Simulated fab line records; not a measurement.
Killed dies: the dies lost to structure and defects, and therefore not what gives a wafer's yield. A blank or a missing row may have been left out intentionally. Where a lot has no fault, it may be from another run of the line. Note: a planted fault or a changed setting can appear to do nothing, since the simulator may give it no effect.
Matching of chambers ; flow n5Finfet ; N5_FIN_SAQP_FIN_ETCH_36 on rieSi-04: 4 sister chambers
The step etches the open film in HBr/Cl2/O2, target depth 120 nm, time 50.4 s. 8 wafers are shown with their chamber, then 8 later ones without.

EACH WAFER AND ITS CHAMBER
wafer;chamber;throttleValvePct (%);drypumpMotorCurrentA (A)
L080.5;0;35.52;5.4
L083.5;0;35.51;5.4
L087.1;3;36.01;6.2
L087.5;1;35.38;5.5
L088.2;1;35.37;5.6
L088.3;3;36.02;6.2
L088.5;2;36.23;5.5
L089.1;2;36.21;5.6

WAFERS WITHOUT THEIR CHAMBER
wafer;throttleValvePct (%);drypumpMotorCurrentA (A)
L089.2;35.49;5.4
L089.4;36.03;6.1
L090.1;35.40;5.6
L090.2;36.02;6.2
L090.3;36.22;5.6
L096.1;35.50;5.4
L096.3;35.36;5.6
L096.4;36.24;5.6

WHICH CHAMBER EACH ONE RAN IN
wafer;from the rows above;in truth
L089.2;0;0
L089.4;3;3
L090.1;1;1
L090.2;3;3
L090.3;2;2
L096.1;0;0
L096.3;1;1
L096.4;2;2
Correctly placed: 8 of 8. From these rows, 0 cannot be placed. Placed wrongly: 0.
How it was worked out, from the rows above alone: a wafer's distance from a chamber is the root of the sum, over the readings, of the square of ((its reading less the chamber's mean) divided by the reading's scatter). The wafer belongs to the nearest chamber; if the next one is less than 2 further off, it can't be placed. For every chamber, the mean is computed from those of its wafers that are shown. The scatter: the root of (the sum of the squares of (reading less its chamber's mean) over the shown wafers, divided by (wafers less chambers)).
